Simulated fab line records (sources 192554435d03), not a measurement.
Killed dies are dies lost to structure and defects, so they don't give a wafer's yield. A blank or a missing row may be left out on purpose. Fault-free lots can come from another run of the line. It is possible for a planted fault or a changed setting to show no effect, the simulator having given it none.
8D (eight disciplines) problem report, filled in by code | flow n5 finfet | the parts of the form that need people (team, actions taken, sign-off) are left out

== 1. THE PROBLEM ==
Mean of spin speed rpm at N5_BEOL_M2_COAT_05: 1402.7 rpm across 9 wafers in 3 lots; on wafers with no fault it is 1500.3 rpm (standard deviation 0.91). That is -99 or more standard deviations from the usual mean.
The step: resist thk 30 nm.
First observed at day 9 17:18: wafer L668.2, on litho track-04. Wafers with a number at this step in the record: 15, from 5 lots. Rule for "out" (also "out of limits"): further than 4 standard deviations from the usual mean. The rest of the wafers with a number are treated as sound.

== 2. WHAT IT IS, WHAT IT ISN'T ==
question                    | is                     | is not
which readings at this step | spin speed rpm         | -
which lots                  | L668, L670, L672       | L666, L680
which wafers of those lots  | all that have a number | -
read on which tools         | litho track-04         | litho track-01
when                        | from day 9 17:18       | up to then (3 sound wafers); but 3 sound wafers of L680 came after

== 3. SUSPECTS, AND WHAT RULES EACH OUT ==
Counting: any tool at a process step up to the reading is kept as a suspect provided that every lot that is out went through it and no sound lot did after the first of them.
- litho track-04 at N5_BEOL_M2_COAT_05 (resist thk 30 nm): kept. It ran every lot that is out, first L668 (day 9 17:18), and no sound lot after that; its last sound lot up to then is L666 (day 8 14:23). Out on those wafers are its own readings of spin speed rpm.
After counting, what remains is litho track-04 at N5_BEOL_M2_COAT_05.

== 4. THE CAUSE (what the simulator had put in) ==
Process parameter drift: litho track-04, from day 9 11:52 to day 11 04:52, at N5_BEOL_M2_COAT_05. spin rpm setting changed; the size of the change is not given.
This tool alone remained once counting was done.

== 5. SEQUENCE OF EFFECTS, ordered by route ==
Each row: a reading where the mean over the struck wafers with a number is more than 3 standard deviations away from the usual. Only readings whose record carries a usual standard deviation are examined. hours: median over the lots of the time between each lot's start at the first step of this table that gives one and its start at this step. sigmas: the change, counted in usual standard deviations.
hours | step               | reading        | usual      | on struck wafers | change | sigmas
0     | N5_BEOL_M2_COAT_05 | spin speed rpm | 1500.3 rpm | 1402.7           | -97.6  | -99 or more
Its process steps:
- N5_BEOL_M2_COAT_05: resist thk 30 nm.
Later measuring or inspecting steps at which every struck wafer that the step has a row for has a number for every such reading, and none has moved that far: N5_BEOL_M4_RC_MEAS_101.

== 6. HOW IT WOULD HAVE BEEN CAUGHT EARLIER ==
In this record the first reading out of limits was taken at day 9 17:18, 5 hours after the fault began at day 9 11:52.
